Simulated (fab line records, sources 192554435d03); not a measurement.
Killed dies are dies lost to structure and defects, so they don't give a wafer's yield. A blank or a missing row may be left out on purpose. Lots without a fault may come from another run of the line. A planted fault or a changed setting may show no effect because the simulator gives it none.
Chamber matching | flow n5_finfet | N5_STI_FIN_REVEAL_ETCH_34 on rie_si-02: 4 sister chambers
The step etches Si in H2, material Si, target depth 0.97 nm. 4 wafers are shown with their chamber, then 7 later ones without.

WAFERS WITH THEIR CHAMBER
wafer  | chamber | drypump_motor_current_A (A)
L082.5 | 2       | 5.0
L083.5 | 0       | 5.5
L091.1 | 1       | 5.8
L091.3 | 3       | 5.6

WAFERS WITHOUT THEIR CHAMBER
wafer  | drypump_motor_current_A (A)
L091.4 | 5.4
L094.1 | 5.6
L094.2 | 5.8
L094.6 | 5.6
L096.1 | 5.5
L096.3 | 5.5
L096.6 | 5.4

WHICH CHAMBER EACH WENT THROUGH
wafer  | from the rows above     | in truth
L091.4 | can't be placed: 0 or 3 | 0
L094.1 | can't be placed: 3 or 0 | 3
L094.2 | 1                       | 1
L094.6 | can't be placed: 3 or 0 | 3
L096.1 | can't be placed: 0 or 3 | 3
L096.3 | can't be placed: 0 or 3 | 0
L096.6 | can't be placed: 0 or 3 | 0
Placed correctly: 1 of 7. Can't be placed from these rows: 6 (the true chamber is among the candidates in 6). Placed wrongly: 0.
How it was worked out, from the rows above alone: a wafer's distance from a chamber is the root of the sum, over the readings, of the square of ((its reading less the chamber's mean) divided by the reading's scatter). The wafer belongs to the nearest chamber; if the next one is less than 2 further off, it can't be placed. A chamber's mean is the mean of its shown wafers. The scatter: with one shown wafer a chamber, the root of the mean of the squares of how far each hidden wafer lies from its nearest shown one.
